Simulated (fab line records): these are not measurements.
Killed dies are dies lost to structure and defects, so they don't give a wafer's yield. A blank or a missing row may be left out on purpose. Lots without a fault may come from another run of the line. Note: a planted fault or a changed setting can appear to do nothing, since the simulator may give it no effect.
fab line records -- flow n5-finfet
record lots=4, wafers=12, last-day=19
route steps=1938 shown SD_EPI_P@309 SD_ACTIVATION@330 ILD0@335 SDB@347 MOL_CONTACT_COAG@538 BEOL_M4@1111 PASSIVATION@1936
lots that met no fault: taken from a fault-free run of the same line
start-h: start of the lot's first displayed wafer, in hours after the record's first day -- wait-h: time in hours since the lot's previous step -- " as in the row above -- L1.1+2: a row that stands for several wafers -- - no value present, or no start provided -- * or withheld: withheld -- < > ~ a bound
route shown NAME@n: a module of which the file shows steps, and the number in the route of the first -- usual: mean/standard deviation taken from wafers without a fault -- same: alike in all rows -- chamber/n: place in a boat -- sites: the reading at each site -- _std_site: their standard deviation -- _edge_site: inner sites' mean taken away from outer sites' mean -- radius-mm: for every site, how far away it sits from the centre of the wafer -- mask NAME#n: copy n -- behind: the last tool/chamber to shape the wafer -- hold: the reason the lot was held/the length of the hold in hours/how it ended -- device: which transistor (n, p or np) failed to switch -- end of line: tests run on the same wafers once the route is complete -- step lacking rows: just its recipe -- killed: dies that structure and defects cost at the first sort, which is not the same as the wafer's yield -- map: a wafer's dies, marking killed ones x, the rest . and places with no die _
set.NAME: the setting that was run; set.NAME@STEP: the one run at that earlier step -- model.NAME: the simulator's own value behind a step, which no gauge read
lots at selected steps of the route; one table per step, one row per wafer
services: a tool's chamber out of use, with start hour (start-h, from the record's first day; less than 0 if before it), hours out, and reason
## steps
# step N5_SD_EPI_P_STRIP_38
# recipe chemistry=N2/H2, temp-c=40, n2-flow-sccm=200, h2-flow-sccm=200, rf-frequency-hz=6e+07
# step N5_SD_EPI_P_ETCHBACK_46
# recipe chemistry=CH3F/O2, mode=anisotropic-etchback, target=SiNx, target-depth-a=175, stop-on=SiO2, over-etch-frac=0.3, ion-energy-ev=120, pressure-mtorr=30, source-w=395, bias-w=73, Ar_flow_sccm=150, CH3F_flow_sccm=30, O2_flow_sccm=20
# step N5_SD_EPI_P_ETCH_47
# recipe chemistry=CH3F/O2, target=SiOCN, target-depth-a=250, mask-material=SOC, ion-energy-ev=60, bias-w=29, pressure-mtorr=30, source-w=410, Ar_flow_sccm=150, CH3F_flow_sccm=30, O2_flow_sccm=20
# step N5_SD_EPI_P_ETCH_16
# recipe chemistry=CHF3/O2, target=SiO2, target-depth-a=50, mask-material=SOC, pressure-mtorr=30, source-w=650, bias-w=170, Ar_flow_sccm=200, CHF3_flow_sccm=50, O2_flow_sccm=5, ion-energy-ev=200
# step N5_SD_EPI_P_STRIP_50
# recipe chemistry=CHF3/O2, resist=SiARC, rf-frequency-hz=6e+07
# step N5_SD_EPI_P_SD_RECESS_17
# recipe chemistry=HBr/Cl2/O2, target-depth-a=391, bt-time-s=3, pressure-mtorr=10, icp-w=800, bias-w=112, HBr_flow_sccm=150, Cl2_flow_sccm=80, O2_flow_sccm=12
# step N5_SD_EPI_P_WET_ETCH_45
# recipe chemistry=dHF, dilution=withheld, time-s=10.7, target=SiO2, target-depth-a=20, temp-c=25, dry=ipa-marangoni, rinse-time-s=30, rinse-temp-c=23
# step N5_SD_EPI_P_STRIP_40
# recipe chemistry=N2/H2, power-w=1000, temp-c=250, h2-frac=0.65, overash-fraction=0.3, pressure-mtorr=withheld, n2-flow-sccm=1750, h2-flow-sccm=3250
# step N5_SD_EPI_P_PRECLEAN_52
# recipe chemistry=O3/DIW, time-s=60, temp-c=22, o3-ppm=10
# step N5_SD_EPI_P_SRD_20
# recipe dry=ipa-marangoni, do-ppb=5, time-s=30, temp-c=23, rinse-liquid=diw
# step N5_SD_EPI_P_PRECLEAN_51
# recipe chemistry=NF3:NH3, afs-cycles=1, temp-c=30, time-s=20, sublimation-temp-c=180, sublimation-time-s=60, pressure-torr=3, rf-power-w=30
# step N5_SD_EPI_P_VAPOR_ETCH_44
# recipe chemistry=NF3/Ar, target=SiGe30, temp-c=25, time-s=3.3, mode=isotropic
# step N5_SD_EPI_P_EPI_21
# recipe material=SiGe:B, dopant=B, temp-c=550, pressure-torr=20, ambient=H2, time-s=355
# usual chamber-pressure-Torr=20.01/0.043
lot.wafer,tool,chamber,start-h,wait-h,chamber-pressure-Torr,model.SiGe-B_of_SD_EPI_P_EPI_21.thk-nm
L711.3,epi-rpcvd-01,0,69.80,0.8,20.09,61.4
L711.5,epi-rpcvd-01,0,69.80,0.8,20.11,61.4
L711.6,epi-rpcvd-01,0,69.80,0.8,20.09,62.2
L716.2,epi-rpcvd-01,0,100.07,0.5,19.97,43.6
L716.4,epi-rpcvd-01,0,100.07,0.5,19.99,43
L716.5,epi-rpcvd-01,0,100.07,0.5,20.03,43.8
L717.2,epi-rpcvd-01,0,105.86,0.5,20.03,43.8
L717.5,epi-rpcvd-01,0,106.94,1.5,20.02,43
L717.6,epi-rpcvd-01,0,106.94,1.5,20.04,43.2
L731.4,epi-rpcvd-03,0,222.51,1.1,19.98,61.2
L731.5,epi-rpcvd-03,0,222.51,1.1,20.03,62
L731.6,epi-rpcvd-03,0,222.51,1.1,20.04,62.8
# step N5_SD_EPI_P_EPI_MEAS_23
# recipe mode=xrd
# usual thk-nm=61.1/1.2
lot.wafer,tool,chamber,start-h,wait-h,thk-nm
L711.3,film-metro-01,-,71.28,1.1,60.4
L711.5,film-metro-01,-,71.28,1.1,62.9
L711.6,film-metro-01,-,71.28,1.1,63.3
L716.2,film-metro-02,-,101.91,1.5,43.6
L716.4,film-metro-02,-,101.91,1.5,42.7
L716.5,film-metro-02,-,101.91,1.5,43.7
L717.2,film-metro-02,-,107.70,1.5,43.3
L717.5,film-metro-02,-,107.70,1.5,42.7
L717.6,film-metro-02,-,107.70,1.5,41.0
L731.4,film-metro-02,-,223.63,0.8,61.7
L731.5,film-metro-02,-,223.63,0.8,63.2
L731.6,film-metro-02,-,223.63,0.8,62.4
# step N5_SD_EPI_P_HM_STRIP_48
# recipe chemistry=H3PO4, temp-c=160, material=SiNx, target=SiNx, target-depth-a=30, overetch-fraction=0.3
# step N5_SD_EPI_P_SRD_49
# recipe dry=ipa-marangoni, time-s=30, temp-c=23, rinse-liquid=diw
# step N5_SD_EPI_P_PRECLEAN_24
# recipe chemistry=O3/DIW, time-s=45, temp-c=22, o3-ppm=10
# step N5_SD_EPI_P_PRECLEAN_32
# recipe chemistry=dHF, time-s=10, dilution=500:1, temp-c=25
# step N5_SD_EPI_P_PRECLEAN_33
# recipe chemistry=SC2, time-s=45, temp-c=35, mix=1:1:50
# step N5_SD_EPI_P_SRD_25
# recipe time-s=30, temp-c=23, rinse-liquid=diw, dry=ipa-marangoni
# step N5_SD_ACTIVATION_RTA_00
# recipe temp-c=975, time-s=0, ambient=N2, idle-temp-c=600, ramp-up-c-per-s=150, ramp-down-c-per-s=60, cool-to-c=600
# step N5_SD_ACTIVATION_LSA_01
# recipe temp-c=1080, time-s=0.0008, ambient=N2
# step N5_SD_ACTIVATION_RS_MEAS_03
# recipe thk-meas-gauge=four-point-probe
# usual RS_SD_N=21.87/0.28, RS_SD_P=55.8/0.71
lot.wafer,tool,chamber,start-h,wait-h,RS_SD_N[ohm/sq],RS_SD_P[ohm/sq]
L711.3,film-metro-02,-,71.93,0.2,21.83,55.3
L711.5,film-metro-02,-,71.93,0.2,22.02,55.7
L711.6,film-metro-02,-,71.93,0.2,22.05,54.9
L716.2,film-metro-01,-,102.53,0.2,21.96,78.2
L716.4,film-metro-01,-,102.53,0.2,22.27,79.3
L716.5,film-metro-01,-,102.53,0.2,22.17,78.4
L717.2,film-metro-01,-,108.32,0.2,21.75,79.4
L717.5,film-metro-01,-,108.32,0.2,21.59,80.2
L717.6,film-metro-01,-,108.32,0.2,21.98,79.8
L731.4,film-metro-02,-,224.55,0.1,21.99,56.4
L731.5,film-metro-02,-,224.55,0.1,21.84,55.0
L731.6,film-metro-02,-,224.55,0.1,21.76,54.3
# step N5_ILD0_LINER_00
# recipe material=SiNx, target-thk-a=40, temp-c=400, ald-precursor-family=SiH2I2, ald-co-reactant=N2/H2-plasma, pulse-time-s=1, purge-time-s=2, co-reactant-purge-time-s=2, ald-cycles=80, pressure-torr=2
# step N5_ILD0_FCVD_FILL_01
# recipe material=SiO2_flowable, target-thk-a=2000, temp-c=100, pressure-torr=0.8, rf-w=2000, time-s=328.3
# step N5_ILD0_CURE_02
# recipe temp-c=450, time-s=1800, ambient=steam, idle-temp-c=400, ramp-up-c-per-min=5, ramp-down-c-per-min=3, densification-p-h2o-torr=640
# step N5_ILD0_CMP_03
# recipe stop-on=SiNx, t-overpolish-s=1.9, post-cmp-clean=alkaline-brush, down-force-psi=4.1491, platen-rpm=51.796, pad-velocity-m-s=1.0306, target-thk-nm=197.38
# step N5_ILD0_CMP_07
# recipe stop-on=poly-Si, material=SiO2_flowable, t-overpolish-s=1.18, post-cmp-clean=alkaline-brush, down-force-psi=4.1491, platen-rpm=51.796, pad-velocity-m-s=1.0306, target-thk-nm=138.88
# step N5_ILD0_PRECLEAN_10
# recipe chemistry=NF3:NH3, afs-cycles=5, time-s=20, temp-c=30, sublimation-temp-c=180, sublimation-time-s=60, pressure-torr=3, rf-power-w=30
# step N5_ILD0_ALD_15
# recipe material=SiNx, target-thk-a=240, temp-c=400, ald-precursor-family=SiH2I2, ald-co-reactant=N2/H2-plasma, pulse-time-s=1, ald-cycles=480, purge-time-s=2, co-reactant-purge-time-s=2, pressure-torr=2
# step N5_ILD0_CMP_12
# recipe stop-on=poly-Si, material=SiNx, t-overpolish-s=6, post-cmp-clean=alkaline-brush, down-force-psi=2.5, platen-rpm=51.8, pad-velocity-m-s=1.0307, target-thk-nm=17.67
# step N5_SDB_HM_DEP_00
# recipe material=SiNx, target-thk-a=400, temp-c=400, precursor=SiH4/NH3/N2, pressure-torr=1.5, rf-w=300, time-s=35.3
# step N5_SDB_COAT_03
# recipe resist=SOC, temp-c=250, time-s=60, spin-rpm=1500, resist-thk-nm=100
# step N5_SDB_COAT_04
# recipe resist=SiARC, temp-c=220, time-s=60, spin-rpm=1500, resist-thk-nm=18
# step N5_SDB_COAT_05
# recipe resist=CAR-ArF, spin-rpm=1500, resist-thk-nm=90
# step N5_MOL_CONTACT_COAG_ETCH_110
# recipe chemistry=CF4/O2, target=Si, target-depth-a=25, time-s=8, pressure-mtorr=100, source-w=200, bias-w=12, ion-energy-ev=60, Ar_flow_sccm=100, cf4-flow-sccm=100, O2_flow_sccm=10
# usual drypump-motor-current-A=5.8/0.42, oes-product-au=0.79/0.056, rf-vpp-V=127.7/2, showerhead-plenum-p-Torr=2.26/0.058, throttle-valve-pct=10.75/0.2
lot.wafer,tool,chamber,start-h,wait-h,drypump-motor-current-A,oes-product-au,rf-hours-counter-h,rf-vpp-V,showerhead-plenum-p-Torr,throttle-valve-pct,model.SiGe-B_of_SD_EPI_P_EPI_21.thk-nm
L711.3,rie-diel-04,3,104.30,0.0,6.5,0.77,158,130.7,2.31,10.62,58.4
L711.5,rie-diel-04,3,104.30,0.0,6.5,0.77,-,129.8,2.31,10.65,58.4
L711.6,rie-diel-04,0,104.30,0.0,6.4,0.70,-,124.4,2.11,11.14,59.2
L716.2,rie-diel-04,1,131.38,0.0,5.3,0.82,76,124.3,2.24,10.41,41.6
L716.4,rie-diel-04,2,131.38,0.0,5.4,0.72,-,128.7,2.29,11.19,41
L716.5,rie-diel-04,1,131.38,0.0,5.3,0.82,-,126.6,2.24,10.43,41.8
L717.2,rie-diel-06,1,137.91,0.0,5.8,0.86,57,129.3,2.26,10.65,41.6
L717.5,rie-diel-06,2,137.91,0.0,5.1,0.75,-,127.3,2.32,10.70,41
L717.6,rie-diel-06,3,137.91,0.0,5.9,0.78,-,125.1,2.23,10.68,41
L731.4,rie-diel-01,3,256.86,0.0,5.5,0.75,154,129.8,2.23,10.93,58.4
L731.5,rie-diel-01,0,256.86,0.0,5.7,0.81,-,128.5,2.33,10.70,59.2
L731.6,rie-diel-01,1,256.86,0.0,5.7,0.80,-,127.8,2.24,10.69,59.8
# step N5_BEOL_M4_RC_MEAS_101
# usual DIBL_N=36.5/1.2, DIBL_P=36.5/1.6, IOFF_N=0.162/0.023, IOFF_P=0.221/0.03, ION_N=678/8, ION_P=466/6.3, REXT_P=100.4/2.1, RS_SD_P=65.6/0.88, SS_N=71.6/0.46, SS_P=73.3/0.57, VT_N=249.2/2.6, VT_P=-249/3.3, VT_P_LVT=-98.3/2.8
lot.wafer,tool,chamber,start-h,wait-h,DIBL_N[mV/V],DIBL_P[mV/V],IOFF_N[nA/um],IOFF_P[nA/um],ION_N[uA/um],ION_P[uA/um],REXT_P[ohm.um],RS_SD_P[ohm/sq],SS_N[mV/dec],SS_P[mV/dec],VT_N[mV],VT_P[mV],VT_P_LVT[mV]
L711.3,prober-02,0,242.90,0.7,34.9,34.3,0.117,0.179,663,461,101.5,65.9,70.9,73.0,256.9,-254,-101.7
L711.5,prober-02,0,242.90,0.7,36.3,36.4,0.145,0.200,669,463,101.0,65.5,71.2,73.1,251.3,-253,-100.6
L711.6,prober-02,0,242.90,0.7,36.0,36.1,0.139,0.198,678,465,101.5,64.5,71.0,73.7,251.1,-252,-100.2
L716.2,prober-02,0,254.99,0.2,36.7,38.8,0.147,0.134,676,431,115.8,92.4,71.2,73.0,253.0,-264,-113.3
L716.4,prober-02,0,254.99,0.2,36.0,38.5,0.143,0.132,666,427,115.0,93.7,70.7,74.2,252.7,-266,-112.9
L716.5,prober-02,0,254.99,0.2,36.7,39.8,0.163,0.148,678,437,115.4,92.8,71.6,73.3,248.5,-261,-111.6
L717.2,prober-02,0,257.49,0.2,36.9,38.4,0.175,0.165,688,436,116.6,93.2,71.4,73.4,249.1,-260,-108.8
L717.5,prober-02,0,257.49,0.2,36.6,38.4,0.172,0.160,688,437,117.6,94.1,71.4,73.7,248.2,-264,-109.2
L717.6,prober-02,0,257.49,0.2,36.4,38.0,0.159,0.158,670,435,116.5,93.2,71.0,73.2,250.0,-263,-109.5
L731.4,prober-02,0,358.34,0.5,36.3,35.3,0.180,0.254,690,472,99.1,65.9,71.7,74.0,247.8,-244,-91.9
L731.5,prober-02,0,358.34,0.5,33.5,32.8,0.139,0.205,685,474,100.2,64.9,71.1,72.4,250.6,-247,-94.3
L731.6,prober-02,0,358.34,0.5,36.1,35.2,0.184,0.261,698,475,101.1,63.9,71.4,72.7,244.3,-243,-92.6
# step N5_PASSIVATION_PROBE_49
# usual defect-limited-yield=91.2/1.3, killed_at_M0_to_M3=34/9.2, killed_at_M4_up=14/5, killed-at-contacts=13/6.7, killed-at-front-end=39/12, killed-at-other=4/3.3, killed-dies=104/15, killed-open=68/12, killed-short=34/7.5, sort_bin_5_function=5.2/0.87, sort_bin_6_memory=3.3/0.63, sort_bin_8_speed=0/0, sort-n-pass=1076/15, sort-yield-pct=91.2/1.3
# same gross-dies=1180, killed-at-back-side=0, sort_bin_4_leakage[%]=0
lot.wafer,tool,chamber,start-h,wait-h,defect-limited-yield[%],killed_at_M0_to_M3,killed_at_M4_up,killed-at-contacts,killed-at-front-end,killed-at-other,killed-dies,killed-open,killed-short,sort_bin_5_function[%],sort_bin_6_memory[%],sort_bin_8_speed[%],sort-n-pass,sort-yield-pct[%]
L711.3,prober-01,-,341.68,0.3,92.7,24,12,20,28,2,86,56,29,4.2,3.0,0,1094,92.7
L711.5,prober-01,-,341.78,0.4,92.5,37,12,16,18,6,89,55,33,5.2,2.4,0,1091,92.5
L711.6,prober-01,-,341.83,0.5,94.6,17,12,10,18,7,64,41,22,3.1,2.1,0,1116,94.6
L716.2,prober-01,-,353.47,0.1,90.3,40,15,10,46,3,114,71,39,5.6,3.3,16.95,866,73.4
L716.4,prober-01,-,353.57,0.2,91.6,40,17,6,32,4,99,72,27,5.7,2.3,22.46,816,69.2
L716.5,prober-01,-,353.62,0.2,89.3,31,7,20,64,4,126,74,49,6.0,4.1,2.12,1029,87.2
L717.2,prober-01,-,360.95,0.1,92.4,27,20,6,29,8,90,61,28,4.6,2.8,0.42,1085,91.9
L717.5,prober-01,-,361.10,0.2,90.8,29,13,20,39,7,108,67,38,5.4,3.1,1.02,1060,89.8
L717.6,prober-01,-,361.15,0.3,90.6,30,17,9,35,20,111,72,37,5.6,3.1,3.31,1030,87.3
L731.4,prober-02,-,463.65,0.2,91.4,53,10,12,27,0,102,63,36,4.2,3.9,0,1078,91.4
L731.5,prober-02,-,463.70,0.2,91.9,39,21,8,25,2,95,53,38,4.7,3.1,0,1085,91.9
L731.6,prober-02,-,463.75,0.3,90.3,36,27,17,34,1,115,79,33,5.8,3.8,0,1065,90.3
# killed by level:class
L711.3 MOL_CONTACT_COAG:geometric-particle:open=16 FIN_SAQP:geometric-particle:short=9 BEOL_M2:geometric-particle:open=5 BEOL_M3:geometric-particle:open=5 BEOL_M4:geometric-particle:open=5 GATE_CUT:geometric-particle:open=4 MOL_CONTACT_COAG:geometric-particle:short=4 BEOL_M0_SAQP:geometric-particle:open=4
L711.5 MOL_CONTACT_COAG:geometric-particle:open=11 BEOL_M0_SAQP:geometric-particle:open=9 BEOL_M3:geometric-particle:open=8 BEOL_M4:geometric-particle:open=6 FIN_SAQP:geometric-particle:open=5 FIN_SAQP:geometric-particle:short=5 MOL_CONTACT_COAG:geometric-particle:short=5 BEOL_M0_SAQP:geometric-particle:short=5
L711.6 MOL_CONTACT_COAG:geometric-particle:open=8 BEOL_M3:geometric-particle:open=8 FIN_SAQP:geometric-particle:short=6 BEOL_M4:geometric-particle:open=4 FIN_SAQP:geometric-particle:open=2 STI_FIN_REVEAL:geometric-particle:open=2 DUMMY_GATE:geometric-particle:open=2 GATE_CUT:geometric-particle:short=2
L716.2 BEOL_M2:geometric-particle:open=9 BEOL_M0_SAQP:geometric-particle:short=9 BEOL_M3:geometric-particle:open=8 MOL_CONTACT_COAG:geometric-particle:open=7 GATE_CUT:geometric-particle:open=7 STI_FIN_REVEAL:geometric-particle:open=6 BEOL_M0_SAQP:geometric-particle:open=6 STARTING-WAFER:geometric-particle:open=6
L716.4 BEOL_M0_SAQP:geometric-particle:open=10 BEOL_M2:geometric-particle:open=10 STI_FIN_REVEAL:geometric-particle:open=9 BEOL_M0_SAQP:geometric-particle:short=5 BEOL_M3:geometric-particle:open=5 BEOL_M4:geometric-particle:open=5 STARTING-WAFER:geometric-particle:open=5 FIN_SAQP:geometric-particle:open=4
L716.5 FIN_SAQP:geometric-particle:short=19 STI_FIN_REVEAL:geometric-particle:open=17 MOL_CONTACT_COAG:geometric-particle:open=13 BEOL_M3:geometric-particle:open=12 BEOL_M0_SAQP:geometric-particle:short=8 MOL_CONTACT_COAG:geometric-particle:short=7 FIN_SAQP:geometric-particle:open=6 DUMMY_GATE:geometric-particle:open=6
L717.2 BEOL_M2:geometric-particle:open=8 BEOL_M3:geometric-particle:open=7 DUMMY_GATE:geometric-particle:open=6 MOL_CONTACT_COAG:geometric-particle:open=5 STI_FIN_REVEAL:geometric-particle:open=5 BEOL_M7:geometric-particle:open=5 FIN_SAQP:geometric-particle:short=4 GATE_CUT:geometric-particle:short=4
L717.5 MOL_CONTACT_COAG:geometric-particle:open=18 BEOL_M2:geometric-particle:open=8 DUMMY_GATE:geometric-particle:open=7 FIN_SAQP:geometric-particle:short=6 BEOL_M0_SAQP:geometric-particle:short=6 STI_FIN_REVEAL:geometric-particle:open=5 BEOL_M1:geometric-particle:open=4 STI_FIN_REVEAL:geometric-particle:short=3
L717.6 BEOL_M4:geometric-particle:open=9 DUMMY_GATE:geometric-particle:open=8 FIN_SAQP:geometric-particle:short=7 MOL_CONTACT_COAG:geometric-particle:open=7 FIN_SAQP:geometric-particle:open=6 BEOL_M1:geometric-particle:open=6 MIM_BOT:geometric-particle:open=6 BEOL_M2:geometric-particle:open=6
L731.4 BEOL_M3:geometric-particle:open=14 BEOL_M0_SAQP:geometric-particle:open=13 BEOL_M2:geometric-particle:open=10 MOL_CONTACT_COAG:geometric-particle:open=9 BEOL_M0_SAQP:geometric-particle:short=6 FIN_SAQP:geometric-particle:short=5 GATE_CUT:geometric-particle:short=5 BEOL_M3:geometric-particle:short=5
L731.5 BEOL_M4:geometric-particle:open=12 BEOL_M0_SAQP:geometric-particle:open=8 STI_FIN_REVEAL:geometric-particle:open=7 BEOL_M0_SAQP:geometric-particle:short=7 BEOL_M4:geometric-particle:short=7 FIN_SAQP:geometric-particle:short=5 MOL_CONTACT_COAG:geometric-particle:open=5 BEOL_M3:geometric-particle:open=5
L731.6 MOL_CONTACT_COAG:geometric-particle:open=16 BEOL_M4:geometric-particle:open=13 BEOL_M0_SAQP:geometric-particle:short=12 DUMMY_GATE:geometric-particle:open=9 BEOL_M0_SAQP:geometric-particle:open=7 FIN_SAQP:geometric-particle:short=6 BEOL_M3:geometric-particle:open=6 FIN_SAQP:geometric-particle:open=5
# map L716.5 (x killed, . not)
_________________.x..........________________
______________...xx........x...._____________
___________..............x.........__________
__________...........x..x.x.x......._________
________..x...................x......._______
_______...x.x.x...x....x............x..______
______..................x.xx.........x.._____
_____....x.x...........x..x..........x...____
____.......x.....x...x....................___
___x.x.........................x....x......__
___....x.....x.xx..........................__
__.....................x...................._
__........x.................x..x.x.........._
_..........x.....xx..x..x.........x......x...
_.............x...x.........x................
_.............x...x..x.......x...............
_.....x......x........x..x...x............x..
_.............x......x.......................
_.x.x.....x.x..............x.................
_.............................x...x....x...x.
_..x.......xx............x.........x.........
__................x..........x.........x...._
__x....x...x.....x...x.............x......xx_
___......x...x................x.x.....xxx..__
___x..........x..............x.............__
____......................x.....x...xx....___
_____..............x...x....x............____
______..x.............................x._____
_______........x...................x...______
________..........x..x......x........x_______
__________....x....x.....x...xx....._________
___________....x...x......x........__________
______________.........x........_____________
_________________......x..x.x________________
# map L717.6 (x killed, . not)
_________________............________________
______________..........x.....x._____________
___________........................__________
__________.........................._________
________.............................._______
_______..............xx....x...........______
______........x........x.x.....x........_____
_____....x..x......................x.x..x____
____.x..x...x.........x..x................___
___......x...x..........x.......xx.......x.__
___..x..................x...........xx.....__
__.....x...x...........x...x....x.x......x.._
__.x...x.x.x...................x.......x.x.._
_..x.x......x...x.......x..x.x.............x.
_.......x..x......................x..........
_....x.............x.......x.x............x.x
_...................................x........
_..............x..x....x.....................
_.............................x.x........x..x
_............................................
_................x.................x....x....
__..x..................xx......x............_
__..........x.x............................x_
___...................................x.x.x__
___....x.x...................x...x....x.x..__
____.............................xx....x.x___
_____........x........x..................____
______.....x.x...............x.x........_____
_______.................x..............______
________..xx........x................._______
__________............x.......x...xx_________
___________........xxx.........x...__________
______________......x..........._____________
_________________......x.....________________
## services
tool,chamber,start-h,hours,kind
epi-rpcvd-01,-,94.39,0.5,pm
rie-diel-04,1,106.06,2.9,repair
rie-diel-04,0,124.52,-,clean
rie-diel-04,0,124.52,-,consumable-replace:focus-ring
rie-diel-04,0,124.52,-,consumable-replace:showerhead
rie-diel-04,0,124.52,14.9,scheduled-down
rie-diel-04,0,124.52,14.9,vent-cycle
epi-rpcvd-01,-,130.81,14.6,pm
rie-diel-06,-,152.62,0.9,repair
rie-diel-01,0,161.28,4.4,repair
rie-diel-01,1,187.71,6.8,repair
rie-diel-06,1,214.42,9.5,repair
rie-diel-01,-,234.77,2.8,pm
## key
first-sign step=N5_SD_EPI_P_EPI_MEAS_23, reading=thk-nm, direction=down, sigmas=15, usual=*, struck=*
effect step=N5_SD_ACTIVATION_RS_MEAS_03, reading=RS_SD_P, direction=up, sigmas=33, usual=55.8, struck=79.2
effect step=N5_BEOL_M4_RC_MEAS_101, reading=RS_SD_P, direction=up, sigmas=31, usual=65.6, struck=93.2
effect step=N5_BEOL_M4_RC_MEAS_101, reading=REXT_P, direction=up, sigmas=7.7, usual=100.4, struck=116.2
effect step=N5_BEOL_M4_RC_MEAS_101, reading=ION_P, direction=down, sigmas=5.1, usual=466, struck=434
effect step=N5_BEOL_M4_RC_MEAS_101, reading=VT_P_LVT, direction=down, sigmas=4.4, usual=-98.3, struck=-110.9
effect step=N5_BEOL_M4_RC_MEAS_101, reading=VT_P, direction=down, sigmas=4.2, usual=-249, struck=-263
effect step=N5_BEOL_M4_RC_MEAS_101, reading=IOFF_P, direction=down, sigmas=2.4, usual=0.221, struck=0.149
effect step=N5_PASSIVATION_PROBE_49, reading=sort_bin_8_speed, direction=up, sigmas=91, usual=0, struck=7.71
model-effect step=N5_SD_EPI_P_EPI_21, value=SiGe-B_of_SD_EPI_P_EPI_21.thk-nm, without=60.9, struck=43.4
model-effect step=N5_MOL_CONTACT_COAG_ETCH_110, value=SiGe-B_of_SD_EPI_P_EPI_21.thk-nm, without=57.93, struck=41.33
met-at N5_SD_EPI_P_EPI_21
struck-wafers L716.2,L716.4,L716.5,L717.2,L717.5,L717.6
onset-between 69.80 100.07
fault kind=process-parameter-drift, tool=epi-rpcvd-01, chamber=0, onset-h=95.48, steps=N5_SD_EPI_P_EPI_21, channel=time-s, offset=*, shape=step, end-h=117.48, acts-in=*, stated=*
